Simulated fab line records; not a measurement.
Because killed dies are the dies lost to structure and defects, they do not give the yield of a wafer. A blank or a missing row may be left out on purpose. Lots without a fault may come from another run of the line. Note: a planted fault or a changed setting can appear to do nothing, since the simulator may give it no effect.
A struck lot beside a sound one    flow n5_finfet    35 out of 1938 route steps
Sound: the wafers L484.2, L484.3, L484.4. Wafers L473.1, L473.2, L473.5 were the ones struck. Last of all comes the cause.
Order at every step that has rows: each side's tool, ch and its chambers, its first start. Under that, the readings that differ: sound wafers    struck wafers    difference of the means    sigmas: that difference in standard deviations of wafers without a fault.
alike: a reading whose means differ by less than 2 such deviations, as well as words and numbers matching on both sides. not compared: withheld readings; readings where some wafer has no value; bounds like >300 that might hide an equal value; numbers whose values overlap and for which the record gives no deviation.
The two part at a step that has a row with sigmas, a row that says differs or no value, or rows on one side only. When numbers do not overlap yet have no deviation, they are printed without sigmas and do not part them. A reading missing from all wafers of one side parts the sides only when that side holds two or more wafers.

first, 8 steps without rows for these wafers: N5_BEOL_M4_ECD_50 (material Cu, target thk 300 nm); N5_BEOL_M4_ANNEAL_51 (time 90 s); N5_BEOL_M4_CMP_52 (polishes, stops on SiOC, t overpolish 6.8 s, target thk 40 nm); N5_BEOL_M4_PRE_CLEAN_60 (time 15 s); N5_BEOL_M4_CO_CAP_55 (material Co, precursor CCTBA/H2, target thk 2 nm, time 102.1 s); N5_BEOL_M4_PRE_CLEAN_56 (time 15 s); N5_BEOL_M4_DEP_57 (deposits SiCN from 3MS/NH3, target thk 8 nm, time 14 s); N5_BEOL_M5_ILD_DEP_00 (deposits SiCOH lowk from DEMS/porogen, target thk 140.64 nm, time 25.9 s).
N5_BEOL_M5_CURE_79: cures SiCOH lowk, time 240 s.
  sound on uv_cure-01 ch 1, day 14 03:44; struck on uv_cure-03 ch 0, day 10 17:26
  no value came back on the struck wafers for lamp_power_pct (%), run_length_s (s), wafer_temp_C_max; on the sound wafers lamp_power_pct (%) reads 52.36 52.31 52.27
reading                                             sound            struck             difference  sigmas
model.SiCOH_lowk_of_BEOL_M5_ILD_DEP_00.thk_nm (nm)  118.6 118.4 120  138.4 138.2 139.2  +19.6       
N5_BEOL_M5_THK_MEAS_01:
  sound: film_metro-01 at day 14 04:10; struck: film_metro-02 at day 10 17:58
reading          sound              struck             difference  sigmas
M5_ILD_THK (nm)  118.7 118.5 119.9  138.5 138.2 139.1  +19.6       +15
then, 24 steps without rows for these wafers: N5_BEOL_M5_PECVD_70 (deposits SiO2 from TEOS/O2, target thk 16 nm, time 18 s); N5_BEOL_M5_HM_DEP_02 (deposits TiN, target thk 20 nm); N5_BEOL_M5_COAT_59 (time 60 s, resist thk 60 nm); N5_BEOL_M5_COAT_60 (time 60 s, resist thk 12 nm); N5_BEOL_M5_COAT_71 (time 60 s, resist thk 5 nm); N5_BEOL_M5_COAT_05 (resist thk 30 nm); N5_BEOL_M5_EBR_07; N5_BEOL_M5_SOFTBAKE_06 (time 60 s); N5_BEOL_M5_EXPOSE_08 (exposes mask M5, target cd 28 nm); N5_BEOL_M5_PEB_09 (peb time 60 s); N5_BEOL_M5_DEVELOP_10 (develop time 30 s); N5_BEOL_M5_DESCUM_16 (chemistry O2, time 7 s); N5_BEOL_M5_ETCH_72 (etches underlayer in N2/H2, target depth 6.5 nm, time 5.2 s); N5_BEOL_M5_ETCH_61 (etches SiARC in CF4, target depth 15.6 nm, time 26 s); N5_BEOL_M5_ETCH_62 (etches SOC in N2/H2, target depth 75 nm, overetch 15 nm, time 112.5 s); N5_BEOL_M5_STRIP_63 (strips in N2/H2); N5_BEOL_M5_STRIP_73 (strips in N2/H2); N5_BEOL_M5_STRIP_64 (strips in CF4); N5_BEOL_M5_HM_OPEN_17 (chemistry Cl2/BCl3, target TiN, target depth 20 nm, overetch 6 nm); N5_BEOL_M5_STRIP_19 (strips in O2); N5_BEOL_M5_COAT_65 (time 60 s, resist thk 60 nm); N5_BEOL_M5_COAT_66 (time 60 s, resist thk 12 nm); N5_BEOL_M5_COAT_74 (time 60 s, resist thk 5 nm); N5_BEOL_M5_COAT_22 (resist thk 30 nm).
N5_BEOL_M5_CMP_52: polishes, stops on SiCOH lowk, t overpolish 6.9 s, target thk 62 nm.
  sound on cmp-04 ch 0,1,2, day 14 15:25; struck on cmp-03 ch 1,3, day 11 04:11
reading                                             sound            struck             difference  sigmas
model.SiCOH_lowk_of_BEOL_M5_ILD_DEP_00.thk_nm (nm)  115.6 115.4 117  135.4 135.2 136.2  +19.6       
  alike: motor_current_A, retaining_ring_pressure_frac, slurry_filter_dp_kPa

== WHERE THEY PART ==
Last at N5_BEOL_M5_THK_MEAS_01 as far as this record goes, first at N5_BEOL_M5_CURE_79. Later steps at which nothing parts them and some readings are alike: N5_BEOL_M5_CMP_52.

WHY: what had been put in by the simulator
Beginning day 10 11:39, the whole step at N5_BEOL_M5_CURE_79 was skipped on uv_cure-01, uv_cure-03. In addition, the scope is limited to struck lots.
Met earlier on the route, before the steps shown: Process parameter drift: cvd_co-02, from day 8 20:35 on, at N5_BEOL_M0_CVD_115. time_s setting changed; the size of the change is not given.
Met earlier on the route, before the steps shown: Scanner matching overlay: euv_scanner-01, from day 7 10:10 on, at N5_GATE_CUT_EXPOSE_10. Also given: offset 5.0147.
